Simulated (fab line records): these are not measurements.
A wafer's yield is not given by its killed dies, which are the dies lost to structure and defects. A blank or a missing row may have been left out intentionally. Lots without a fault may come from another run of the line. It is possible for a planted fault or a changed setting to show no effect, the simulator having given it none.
A single fault, viewed from 3 desks | flow n5_finfet | each desk has only its own numbers; what lay behind them comes last

## THE DEFECT DESK
For each lot, the counts of the inspections along the route, averaged over the sampled wafers that have a number. A lot is out of limits, marked OUT, if its mean lies more than 4 standard deviations from the usual mean; the brackets give that distance.
Columns: A = raw_defect_count at N5_HKMG_FIN_INSPECT_14, usual 2.2
lot  | first seen here | A
L137 | day 4 03:43     | 1.3
L142 | day 5 11:08     | 2.0
L150 | day 7 11:35     | 1.7
L154 | day 8 10:11     | 2.0
L157 | day 9 05:08     | 1.0
This desk found nothing out of limits on any of the 5 lots.

## FROM THE METROLOGY DESK
What the gauges read, lot by lot, whatever tool the lot ran on: means of the sampled wafers that have a number. A lot is out of limits, marked OUT, if its mean lies more than 4 standard deviations from the usual mean; the brackets give that distance. Shown here are 7 of its 12 readings, the ones lying furthest out on some lot.
Columns: A = cd_nm at N5_HKMG_FIN_CD_MEAS_12, usual 92.8 nm; B = DIBL_N at N5_BEOL_M4_RC_MEAS_101, usual 36.2 mV/V; C = DIBL_P at N5_BEOL_M4_RC_MEAS_101, usual 36.2 mV/V; D = IOFF_P at N5_BEOL_M4_RC_MEAS_101, usual 0.21 nA/um; E = SS_N at N5_BEOL_M4_RC_MEAS_101, usual 71.4 mV/dec; F = SS_P at N5_BEOL_M4_RC_MEAS_101, usual 73.2 mV/dec; G = VT_P at N5_BEOL_M4_RC_MEAS_101, usual -251 mV
lot  | first seen here | A    | B    | C    | D    | E    | F    | G
L137 | day 4 03:40     | 92.4 | 36.9 | 35.9 | 0.18 | 71.8 | 73.2 | -252
L142 | day 5 11:04     | 92.1 | 37.9 | 37.3 | 0.26 | 71.9 | 73.7 | -247
L150 | day 7 11:31     | 93.6 | 34.4 | 32.9 | 0.15 | 70.6 | 72.3 | -256
L154 | day 8 10:08     | 92.4 | 35.6 | 36.1 | 0.22 | 71.4 | 72.8 | -250
L157 | day 9 05:05     | 93.0 | 34.1 | 34.8 | 0.17 | 70.9 | 72.9 | -254
This desk found nothing out of limits on any of the 5 lots.

## FOR THE TOOL OWNER'S DESK: rie_diel-01
The tool's own readings at N5_HKMG_FIN_ETCH_32 (etches SOC in N2/H2, target depth 240 nm, time 300 s): means of the sampled wafers that have a number, for each lot that ran on this tool. A lot is out of limits, marked OUT, if its mean lies more than 4 standard deviations from the usual mean; the brackets give that distance.
Columns: A = drypump_motor_current_A at N5_HKMG_FIN_ETCH_32, usual 5.7 A; B = oes_product_au at N5_HKMG_FIN_ETCH_32, usual 0.76 a.u.; C = rf_fwd_power_W at N5_HKMG_FIN_ETCH_32, usual 837.8 W; D = rf_vpp_V at N5_HKMG_FIN_ETCH_32, usual 524.9 V; E = showerhead_plenum_p_Torr at N5_HKMG_FIN_ETCH_32, usual 2.58 Torr; F = throttle_valve_pct at N5_HKMG_FIN_ETCH_32, usual 17.75 %
lot  | first seen here | A   | B    | C                       | D               | E    | F
L142 | day 5 11:15     | 6.0 | 0.81 | 839.4                   | 525.8           | 2.59 | 17.60
L150 | day 7 11:42     | 5.1 | 0.58 | 501.5 (-99 or more) OUT | 641.5 (+56) OUT | 2.47 | 17.88
Finding of this desk: L150 out of limits; the first was L150 at day 7 11:42, on rf_fwd_power_W at N5_HKMG_FIN_ETCH_32. Within limits: L142.

## PUT TOGETHER
An alarm could have come from the tool owner's desk at day 7 11:42, on L150.
No out-of-limits result turned up at the defect desk.
The metrology desk saw nothing out of limits.
The defect desk has L150 on record, within its limits.
The metrology desk holds a record of L150, inside its limits.
All the named lots went through N5_HKMG_FIN_ETCH_32 on rie_diel-01.

## WHAT THE SIMULATOR HAD PUT IN
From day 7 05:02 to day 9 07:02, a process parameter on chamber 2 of rie_diel-01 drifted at N5_HKMG_FIN_ETCH_32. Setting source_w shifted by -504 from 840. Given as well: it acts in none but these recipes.
Lots struck among those shown: L150.
Each desk's first reading out of limits, in hours after the fault started: the tool owner's desk, 7.
